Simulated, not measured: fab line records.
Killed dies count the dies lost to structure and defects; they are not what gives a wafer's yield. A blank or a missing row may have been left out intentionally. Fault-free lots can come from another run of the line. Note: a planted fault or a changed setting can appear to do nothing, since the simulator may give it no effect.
fab line records	flow nand-harc	part 1 of 2: steps 1 to 24 of 31
record lots=5	wafers=15	last-day=31
route steps=1302 shown A_STAIRCASE@647
lots with no fault: from the same line, run without faults
start-h: hours from the record's first day to the start of the lot's first wafer shown	wait-h: hours from the lot's prior step to this one	" as in the row above	L1.1+2: several wafers, shown together as one row	- no value, or no start was given	* or withheld: withheld	< > ~ a bound
route shown NAME@n: a module of which the file shows steps, and the number in the route of the first	usual: average and standard deviation across the fault-free wafers	same: alike in all rows	chamber/n: place in a boat	sites: per-site readings	_std_site: standard deviation across them	_edge_site: mean of outer sites minus mean of inner sites	radius-mm: for every site, how far away it sits from the centre of the wafer	mask NAME#n: copy n	behind: tool/chamber where the wafer was last shaped	hold: cause of the lot's hold/its duration in hours/its outcome	device: transistor that didn't switch, given as n, p or np	end of line: tests run on the same wafers once the route is complete	a step with no rows: only its recipe	killed: count of dies lost to structure and defects at first sort (not the wafer's yield)	map: dies across one wafer; x = killed, . = not, _ = none there
set.NAME: the setting the step ran with; set.NAME@STEP: the setting that earlier step ran with	model.NAME: the simulator's own value behind a step, which no gauge read
lots seen at some steps along the route; tables by step, rows by wafer
services: a tool's chamber out of use, with start hour (start-h, from the record's first day; less than 0 if before it), hours out, and reason
## steps
# step NHARC_A_STAIRCASE_DEVELOP_165
# recipe time-s=140
lot.wafer	tool	chamber	start-h	wait-h
L075.1+4+6	litho-track-07	0	-	-
L078.1+3+4	litho-track-07	0	-	-
L081.1+4+6	litho-track-02	0	-	-
L087.1+3+4	litho-track-03	0	-	-
L091.2+4+5	litho-track-02	0	-	-
# step NHARC_A_STAIRCASE_HARDBAKE_167
# recipe temp-c=120	time-s=140
lot.wafer	tool	chamber	start-h	wait-h
L075.1+4+6	litho-track-03	0	366.90	-
L078.1+3+4	litho-track-02	0	398.73	-
L081.1+4+6	litho-track-03	0	426.88	-
L087.1+3+4	litho-track-02	0	483.79	-
L091.2+4+5	litho-track-02	0	525.42	-
# step NHARC_A_STAIRCASE_DESCUM_168
# recipe time-s=3	o2-flow-sccm=200	ar-flow-sccm=0	bias-power-w=0	chemistry=O2
# usual drypump-motor-current-A=5.7/0.36	oes-product-au=0.997/0.0073	rf-vpp-V=57.9/0.92	showerhead-plenum-p-Torr=1.92/0.092	throttle-valve-pct=11.311/0.0093
lot.wafer	tool	chamber	start-h	wait-h	drypump-motor-current-A	oes-product-au	rf-hours-counter-h	rf-vpp-V	showerhead-plenum-p-Torr	throttle-valve-pct
L075.1	rie-diel-12	3	367.00	-	5.0	0.996	27	58.5	2.05	11.321
L075.6	"	1	"	"	5.6	0.995	-	56.8	2.05	11.324
L075.4	"	0	"	"	5.6	0.998	-	57.1	1.84	11.315
L078.4	rie-diel-12	2	398.82	-	5.9	1.011	39	57.3	1.83	11.319
L078.3	"	3	"	"	5.0	0.997	33	57.0	2.05	11.313
L078.1	"	1	"	"	5.7	0.995	45	58.0	2.04	11.311
L081.1	rie-diel-01	1	426.98	-	5.4	0.994	12	59.2	2.05	11.306
L081.4	"	2	"	"	6.1	1.000	11	58.4	1.94	11.303
L081.6	"	0	"	"	5.6	0.993	-	58.4	1.86	11.308
L087.1	rie-diel-13	0	483.89	-	6.4	0.996	47	58.3	1.89	11.310
L087.3	"	1	"	"	5.3	1.002	46	58.3	1.96	11.315
L087.4	"	3	"	"	5.8	1.008	48	57.3	1.81	11.316
L091.4	rie-diel-01	3	527.98	-	5.8	1.011	44	57.0	1.81	11.308
L091.2	"	1	"	"	5.4	0.988	51	58.9	2.04	11.300
L091.5	"	2	"	"	6.1	0.991	-	58.1	1.92	11.303
# step NHARC_A_STAIRCASE_ETCH_169
# recipe target-depth-a=500	time-s=107.1	ion-energy-ev=120	ch3f-flow-sccm=50	o2-flow-sccm=30	ar-flow-sccm=200	rf-w=500	bias-w=100	chemistry=CH3F/O2
# usual drypump-motor-current-A=5.7/0.35	oes-product-au=0.956/0.017	rf-vpp-V=244.6/1.7	showerhead-plenum-p-Torr=2.47/0.12	throttle-valve-pct=20.664/0.0097
lot.wafer	tool	chamber	start-h	wait-h	drypump-motor-current-A	oes-product-au	rf-hours-counter-h	rf-vpp-V	showerhead-plenum-p-Torr	throttle-valve-pct
L075.1	rie-diel-12	1	367.11	0.1	5.6	0.943	32	247.2	2.63	20.669
L075.4	"	0	"	"	5.6	0.950	-	243.4	2.36	20.659
L075.6	"	1	"	"	5.7	0.948	-	247.5	2.63	20.651
L078.4	rie-diel-12	2	398.91	0.1	5.9	0.962	39	243.5	2.35	20.664
L078.3	"	3	"	"	5.0	0.957	33	247.4	2.63	20.675
L078.1	"	0	"	"	5.6	0.983	37	243.2	2.36	20.663
L081.4	rie-diel-01	1	427.07	0.1	5.4	0.955	12	246.8	2.63	20.663
L081.1	"	3	"	"	5.8	0.982	9	243.7	2.34	20.666
L081.6	"	0	"	"	5.6	0.950	-	242.9	2.40	20.637
L087.1	rie-diel-13	0	483.97	0.1	6.4	0.934	47	244.6	2.43	20.663
L087.4	"	1	"	"	5.3	0.934	46	246.0	2.52	20.665
L087.3	"	3	"	"	5.8	0.933	48	242.1	2.34	20.681
L091.4	rie-diel-01	2	531.26	3.3	6.1	0.918	51	243.9	2.47	20.656
L091.2	"	0	"	"	5.6	0.928	49	244.6	2.38	20.665
L091.5	"	2	"	"	6.0	0.928	-	243.5	2.47	20.657
# step NHARC_A_STAIRCASE_ETCH_170
# recipe target-depth-a=2000	time-s=66.667	ion-energy-ev=250	c4f6-flow-sccm=25	o2-flow-sccm=20	ar-flow-sccm=500	rf-w=600	bias-w=500	chemistry=C4F6/O2
# usual drypump-motor-current-A=5.7/0.35	oes-product-au=0.971/0.011	rf-vpp-V=547/3.6	showerhead-plenum-p-Torr=3.93/0.17	throttle-valve-pct=26.902/0.009
lot.wafer	tool	chamber	start-h	wait-h	drypump-motor-current-A	oes-product-au	rf-hours-counter-h	rf-vpp-V	showerhead-plenum-p-Torr	throttle-valve-pct
L075.1	rie-diel-12	0	-	-	5.6	0.973	25	544	3.78	26.898
L075.6	"	1	"	"	5.7	0.977	-	553	4.18	26.906
L075.4	"	3	"	"	5.0	0.970	-	550	4.18	26.898
L078.4	rie-diel-12	2	-	-	5.9	0.978	39	543	3.76	26.908
L078.1	"	3	"	"	5.0	0.968	33	553	4.17	26.901
L078.3	"	1	"	"	5.7	0.975	45	552	4.17	26.918
L081.4	rie-diel-01	1	-	-	5.4	0.984	12	552	4.18	26.903
L081.1	"	2	"	"	6.1	0.974	11	548	3.96	26.905
L081.6	"	3	"	"	5.8	0.983	-	544	3.75	26.903
L087.4	rie-diel-13	0	-	-	6.4	0.964	47	547	3.88	26.907
L087.3	"	1	"	"	5.3	0.965	46	548	4.01	26.900
L087.1	"	2	"	"	6.0	0.948	48	551	4.13	26.911
L091.4	rie-diel-01	0	-	-	5.6	0.957	49	545	3.81	26.929
L091.2	"	1	"	"	5.4	0.956	55	552	4.16	26.904
L091.5	"	3	"	"	5.7	0.984	-	543	3.73	26.900
# step NHARC_A_STAIRCASE_STRIP_171
# recipe power-w=1500	temp-c=250	chemistry=O2
# usual drypump-motor-current-A=5.9/0.5	heater-power-w=333/36
lot.wafer	tool	chamber	start-h	wait-h	drypump-motor-current-A	heater-power-w	rf-hours-counter-h
L075.1	plasma-asher-01	1	367.41	-	5.2	339	5
L075.4	"	0	"	"	6.4	285	-
L075.6	"	0	"	"	6.4	287	-
L078.1	plasma-asher-02	0	399.13	-	6.2	385	26
L078.4	"	0	"	"	6.2	389	-
L078.3	"	1	"	"	5.7	342	-
L081.1	plasma-asher-01	0	427.36	-	6.4	287	20
L081.4	"	1	"	"	5.2	331	-
L081.6	"	0	"	"	6.4	293	-
L087.1	plasma-asher-01	1	484.26	-	5.2	332	32
L087.4	"	0	"	"	6.4	284	-
L087.3	"	1	"	"	5.2	326	-
L091.2	plasma-asher-02	0	531.56	-	6.2	378	21
L091.4	"	1	"	"	5.7	353	-
L091.5	"	0	"	"	6.2	374	-
# step NHARC_A_STAIRCASE_STRIP_172
# recipe time-s=900	temp-c=130	chemistry=SPM
lot.wafer	tool	chamber	start-h	wait-h
L075.1+6+4	wet-bench-03	2,5,7	367.71	0.3
L078.4+1+3	wet-bench-03	7,1,2	399.48	0.2
L081.1+4+6	wet-bench-06	7,2,4	427.71	0.3
L087.3+4+1	wet-bench-05	3,5,0	484.59	0.2
L091.4+5+2	wet-bench-05	0,3,5	531.91	0.2
# step NHARC_A_STAIRCASE_PRECLEAN_173
# recipe time-s=*	temp-c=50	bath-age-min=0	chemistry=SC1
lot.wafer	tool	chamber	start-h	wait-h
L075.1+6+4	wet-bench-03	2,5,7	-	-
L078.4+1+3	wet-bench-03	7,1,2	-	-
L081.1+4+6	wet-bench-06	7,2,4	-	-
L087.3+4+1	wet-bench-05	3,5,0	-	-
L091.4+5+2	wet-bench-05	0,3,5	-	-
# step NHARC_A_STAIRCASE_SRD_174
lot.wafer	tool	chamber	start-h	wait-h
L075.1+6+4	wet-bench-03	2,5,7	-	-
L078.4+1+3	wet-bench-03	7,1,2	-	-
L081.1+4+6	wet-bench-06	7,2,4	-	-
L087.3+4+1	wet-bench-05	3,5,0	-	-
L091.4+5+2	wet-bench-05	0,3,5	-	-
# step NHARC_A_STAIRCASE_DEHYDRATE_01
# recipe temp-c=150	time-s=120
lot.wafer	tool	chamber	start-h	wait-h
L075.1+4+6	litho-track-07	0	368.16	-
L078.1+3+4	litho-track-02	0	399.94	-
L081.1+4+6	litho-track-03	0	428.16	-
L087.1+3+4	litho-track-02	0	485.04	-
L091.2+4+5	litho-track-03	0	532.37	-
# step NHARC_A_STAIRCASE_HMDS_02
# recipe time-s=30
lot.wafer	tool	chamber	start-h	wait-h
L075.1+4+6	litho-track-07	0	-	-
L078.1+3+4	litho-track-02	0	-	-
L081.1+4+6	litho-track-03	0	-	-
L087.1+3+4	litho-track-02	0	-	-
L091.2+4+5	litho-track-03	0	-	-
# step NHARC_A_STAIRCASE_COAT_03
# recipe spin-rpm=1200
lot.wafer	tool	chamber	start-h	wait-h
L075.1+4+6	litho-track-07	0	-	-
L078.1+3+4	litho-track-02	0	-	-
L081.1+4+6	litho-track-03	0	-	-
L087.1+3+4	litho-track-02	0	-	-
L091.2+4+5	litho-track-03	0	-	-
# step NHARC_A_STAIRCASE_SOFTBAKE_04
# recipe temp-c=135	time-s=170
lot.wafer	tool	chamber	start-h	wait-h
L075.1+4+6	litho-track-07	0	-	-
L078.1+3+4	litho-track-02	0	-	-
L081.1+4+6	litho-track-03	0	-	-
L087.1+3+4	litho-track-02	0	-	-
L091.2+4+5	litho-track-03	0	-	-
# step NHARC_A_STAIRCASE_EBR_05
lot.wafer	tool	chamber	start-h	wait-h
L075.1+4+6	litho-track-07	0	-	-
L078.1+3+4	litho-track-02	0	-	-
L081.1+4+6	litho-track-03	0	-	-
L087.1+3+4	litho-track-02	0	-	-
L091.2+4+5	litho-track-03	0	-	-
# step NHARC_A_STAIRCASE_EXPOSE_06
# recipe na=0.5	dose-mj=25.43	mask-id=STAIR
# usual focus-offset-nm=0.0/0.48	reticle-temp-C=23.02/0.1
lot.wafer	tool	chamber	start-h	wait-h	mask	focus-offset-nm	reticle-temp-C
L075.1	krf-scanner-01	0	368.37	-	STAIR#0	-1.0	22.79
L075.4	"	0	"	"	STAIR#0	-0.7	23.02
L075.6	"	0	"	"	STAIR#0	-0.9	22.87
L078.1	krf-scanner-04	0	400.27	-	STAIR#0	0.7	22.95
L078.3	"	0	"	"	STAIR#0	0.8	22.97
L078.4	"	0	"	"	STAIR#0	0.4	22.94
L081.1	krf-scanner-04	0	428.37	-	STAIR#0	-0.7	23.12
L081.4	"	0	"	"	STAIR#0	0.1	22.95
L081.6	"	0	"	"	STAIR#0	-0.7	22.92
L087.1	krf-scanner-03	0	485.37	-	STAIR#0	0.1	23.11
L087.3	"	0	"	"	STAIR#0	0.1	23.06
L087.4	"	0	"	"	STAIR#0	-0.2	23.00
L091.2	krf-scanner-04	0	532.58	-	STAIR#0	0.2	23.17
L091.4	"	0	"	"	STAIR#0	-0.3	22.99
L091.5	"	0	"	"	STAIR#0	0.0	23.09
# step NHARC_A_STAIRCASE_PEB_07
# recipe peb-temp-c=115	peb-time-s=130
lot.wafer	tool	chamber	start-h	wait-h
L075.1+4+6	litho-track-03	0	368.44	0.1
L078.1+3+4	litho-track-03	0	400.34	0.1
L081.1+4+6	litho-track-03	0	428.44	0.1
L087.1+3+4	litho-track-03	0	485.44	0.1
L091.2+4+5	litho-track-03	0	532.64	0.1
# step NHARC_A_STAIRCASE_DEVELOP_08
# recipe time-s=140
lot.wafer	tool	chamber	start-h	wait-h
L075.1+4+6	litho-track-03	0	-	-
L078.1+3+4	litho-track-03	0	-	-
L081.1+4+6	litho-track-03	0	-	-
L087.1+3+4	litho-track-03	0	-	-
L091.2+4+5	litho-track-03	0	-	-
# step NHARC_A_STAIRCASE_HARDBAKE_10
# recipe temp-c=120	time-s=140
lot.wafer	tool	chamber	start-h	wait-h
L075.1+4+6	litho-track-07	0	368.66	-
L078.1+3+4	litho-track-07	0	400.56	-
L081.1+4+6	litho-track-03	0	428.65	-
L087.1+3+4	litho-track-07	0	485.66	-
L091.2+4+5	litho-track-02	0	532.86	-
# step NHARC_A_STAIRCASE_DESCUM_11
# recipe time-s=3	o2-flow-sccm=200	ar-flow-sccm=0	bias-power-w=0	chemistry=O2
# usual drypump-motor-current-A=5.7/0.34	oes-product-au=0.998/0.0075	rf-vpp-V=57.7/0.9	showerhead-plenum-p-Torr=1.91/0.093	throttle-valve-pct=11.311/0.0093
lot.wafer	tool	chamber	start-h	wait-h	drypump-motor-current-A	oes-product-au	rf-hours-counter-h	rf-vpp-V	showerhead-plenum-p-Torr	throttle-valve-pct
L075.1	rie-diel-13	2	368.75	-	6.0	0.996	6	58.7	2.04	11.294
L075.4	"	3	"	"	5.8	0.992	6	58.4	1.83	11.322
L075.6	"	3	"	"	5.8	1.003	-	57.3	1.83	11.306
L078.4	rie-diel-01	1	400.66	-	5.4	0.997	1	58.0	2.06	11.297
L078.1	"	2	"	"	6.0	0.996	1	57.2	1.94	11.326
L078.3	"	3	"	"	5.8	1.002	1	59.3	1.82	11.307
L081.1	rie-diel-13	2	428.76	-	6.0	0.996	29	56.3	2.03	11.296
L081.6	"	0	"	"	6.4	0.999	-	57.7	1.90	11.316
L081.4	"	3	"	"	5.8	0.994	-	57.4	1.82	11.312
L087.4	rie-diel-12	0	485.75	-	5.6	1.007	13	55.5	1.82	11.309
L087.1	"	1	"	"	5.7	1.002	11	57.6	2.04	11.310
L087.3	"	3	"	"	5.0	0.996	12	58.6	2.04	11.303
L091.4	rie-diel-13	0	532.96	-	6.4	0.990	0	57.1	1.89	11.305
L091.2	"	2	"	"	6.0	0.994	0	58.4	2.02	11.322
L091.5	"	3	"	"	5.8	1.000	-	57.1	1.81	11.311
# step NHARC_A_STAIRCASE_TRIM_12
# recipe time-s=211.2	o2-flow-sccm=500	ar-flow-sccm=0	bias-w=0	chemistry=O2
# usual drypump-motor-current-A=5.7/0.33	oes-product-au=0.999/0.0087	rf-vpp-V=57.9/0.89	showerhead-plenum-p-Torr=3.54/0.16	throttle-valve-pct=17.037/0.0087
lot.wafer	tool	chamber	start-h	wait-h	drypump-motor-current-A	oes-product-au	rf-hours-counter-h	rf-vpp-V	showerhead-plenum-p-Torr	throttle-valve-pct
L075.4	rie-diel-13	0	368.85	0.1	6.4	0.988	5	57.8	3.51	17.039
L075.1	"	2	"	"	6.0	0.999	6	57.8	3.74	17.033
L075.6	"	0	"	"	6.4	0.992	-	57.4	3.51	17.039
L078.4	rie-diel-01	0	401.46	0.8	5.6	0.998	3	57.5	3.45	17.039
L078.3	"	2	"	"	6.1	0.982	2	57.1	3.57	17.036
L078.1	"	3	"	"	5.8	0.997	2	57.8	3.37	17.039
L081.1	rie-diel-13	3	428.99	0.2	5.9	1.005	29	58.4	3.37	17.039
L081.6	"	3	"	"	5.9	0.996	-	57.6	3.37	17.052
L081.4	"	0	"	"	6.4	0.998	-	58.2	3.50	17.036
L087.3	rie-diel-12	0	485.85	0.1	5.6	1.010	13	58.5	3.37	17.036
L087.4	"	1	"	"	5.7	1.004	11	58.1	3.74	17.031
L087.1	"	2	"	"	5.9	1.007	10	56.1	3.37	17.026
L091.2	rie-diel-13	3	533.05	0.1	5.8	1.000	0	56.9	3.35	17.055
L091.4	"	0	"	"	6.4	1.000	0	58.1	3.48	17.025
L091.5	"	2	"	"	6.0	0.985	-	57.8	3.71	17.031
# step NHARC_A_STAIRCASE_ETCH_13
# recipe target-depth-a=1000	time-s=40.5	ion-energy-ev=400	c4f8-flow-sccm=20	o2-flow-sccm=10	ar-flow-sccm=withheld	rf-w=600	bias-w=1000	chemistry=C4F8/O2
# usual oes-product-au=0.946/0.012	rf-vpp-V=896/5.9
lot.wafer	tool	chamber	start-h	wait-h	oes-product-au	rf-hours-counter-h	rf-vpp-V
L075.1	rie-diel-13	2	-	-	0.949	6	904
L075.4	"	3	"	"	0.941	6	891
L075.6	"	3	"	"	0.935	-	891
L078.4	rie-diel-01	0	-	-	0.929	3	893
L078.1	"	1	"	"	0.922	2	906
L078.3	"	3	"	"	0.964	2	890
L081.1	rie-diel-13	3	-	-	0.928	30	889
L081.6	"	3	"	"	0.919	-	889
L081.4	"	0	"	"	0.931	-	894
L087.4	rie-diel-12	2	-	-	0.955	10	890
L087.1	"	3	"	"	0.947	12	903
L087.3	"	0	"	"	0.943	13	891
L091.2	rie-diel-13	1	-	-	0.951	0	900
L091.4	"	0	"	"	0.934	0	895
L091.5	"	1	"	"	0.952	-	898
# step NHARC_A_STAIRCASE_TRIM_14
# recipe time-s=211.2	o2-flow-sccm=500	ar-flow-sccm=0	bias-w=0	chemistry=O2
# usual drypump-motor-current-A=5.7/0.34	oes-product-au=0.998/0.0078	rf-vpp-V=57.8/0.95	showerhead-plenum-p-Torr=3.55/0.16	throttle-valve-pct=17.037/0.0092
lot.wafer	tool	chamber	start-h	wait-h	drypump-motor-current-A	oes-product-au	rf-hours-counter-h	rf-vpp-V	showerhead-plenum-p-Torr	throttle-valve-pct
L075.4	rie-diel-13	0	-	-	6.4	0.976	5	57.4	3.51	17.042
L075.1	"	1	"	"	5.3	1.006	5	57.9	3.63	17.028
L075.6	"	2	"	"	6.0	0.996	-	56.1	3.74	17.033
L078.3	rie-diel-01	2	-	-	6.1	0.980	2	58.0	3.57	17.033
L078.1	"	3	"	"	5.8	1.001	2	58.5	3.37	17.035
L078.4	"	0	"	"	5.6	1.002	3	57.0	3.45	17.041
L081.1	rie-diel-13	2	-	-	6.0	0.996	29	57.1	3.73	17.033
L081.6	"	3	"	"	5.9	0.992	-	57.3	3.37	17.039
L081.4	"	0	"	"	6.4	0.992	-	57.8	3.50	17.048
L087.1	rie-diel-12	0	-	-	5.6	1.013	13	58.0	3.38	17.038
L087.3	"	1	"	"	5.7	1.001	11	58.4	3.74	17.034
L087.4	"	3	"	"	5.0	0.997	12	58.3	3.75	17.025
L091.2	rie-diel-13	3	-	-	5.8	0.996	0	56.2	3.35	17.041
L091.4	"	0	"	"	6.4	0.983	0	57.1	3.48	17.031
L091.5	"	1	"	"	5.3	0.992	-	58.5	3.60	17.027
# step NHARC_A_STAIRCASE_ETCH_15
# recipe target-depth-a=1000	time-s=40.5	ion-energy-ev=400	c4f8-flow-sccm=20	o2-flow-sccm=10	ar-flow-sccm=withheld	rf-w=600	bias-w=1000	chemistry=C4F8/O2
# usual oes-product-au=0.944/0.0091	rf-vpp-V=896/6
lot.wafer	tool	chamber	start-h	wait-h	oes-product-au	rf-hours-counter-h	rf-vpp-V
L075.1	rie-diel-13	2	-	-	0.954	6	903
L075.4	"	1	"	"	0.964	5	899
L075.6	"	2	"	"	0.947	-	903
L078.1	rie-diel-01	1	-	-	0.938	2	904
L078.4	"	2	"	"	0.930	2	897
L078.3	"	3	"	"	0.946	2	889
L081.1	rie-diel-13	3	-	-	0.925	30	892
L081.6	"	3	"	"	0.938	-	891
L081.4	"	0	"	"	0.939	-	892
L087.1	rie-diel-12	0	-	-	0.953	13	891
L087.3	"	1	"	"	0.944	11	904
L087.4	"	2	"	"	0.964	10	890
L091.4	rie-diel-13	1	-	-	0.946	0	899
L091.2	"	3	"	"	0.942	0	891
L091.5	"	1	"	"	0.951	-	899
# step NHARC_A_STAIRCASE_TRIM_16
# recipe time-s=211.2	o2-flow-sccm=500	ar-flow-sccm=0	bias-w=0	chemistry=O2
# usual drypump-motor-current-A=5.7/0.35	oes-product-au=1.000/0.0082	rf-vpp-V=57.8/0.9	showerhead-plenum-p-Torr=3.54/0.16	throttle-valve-pct=17.036/0.011
lot.wafer	tool	chamber	start-h	wait-h	drypump-motor-current-A	oes-product-au	rf-hours-counter-h	rf-vpp-V	showerhead-plenum-p-Torr	throttle-valve-pct
L075.1	rie-diel-13	2	-	-	6.0	0.991	7	57.6	3.74	17.045
L075.4	"	3	"	"	5.8	1.001	6	57.4	3.38	17.049
L075.6	"	2	"	"	6.0	0.995	-	58.7	3.74	17.034
L078.1	rie-diel-01	3	-	-	5.7	1.003	2	58.1	3.37	17.027
L078.4	"	0	"	"	5.6	1.007	3	58.0	3.45	17.046
L078.3	"	2	"	"	6.1	0.982	2	58.5	3.57	17.039
L081.1	rie-diel-13	2	-	-	6.0	0.996	29	58.6	3.73	17.031
L081.4	"	3	"	"	5.9	0.996	-	56.6	3.37	17.034
L081.6	"	0	"	"	6.4	0.987	-	57.2	3.50	17.073
L087.3	rie-diel-12	2	-	-	5.9	1.005	10	57.3	3.37	17.030
L087.1	"	3	"	"	5.0	1.002	12	58.6	3.75	17.019
L087.4	"	0	"	"	5.6	1.007	13	57.6	3.38	17.026
L091.2	rie-diel-13	2	-	-	6.0	1.002	0	58.0	3.71	17.058
L091.4	"	3	"	"	5.8	0.996	0	58.5	3.35	17.037
L091.5	"	1	"	"	5.2	1.000	-	58.6	3.60	17.021
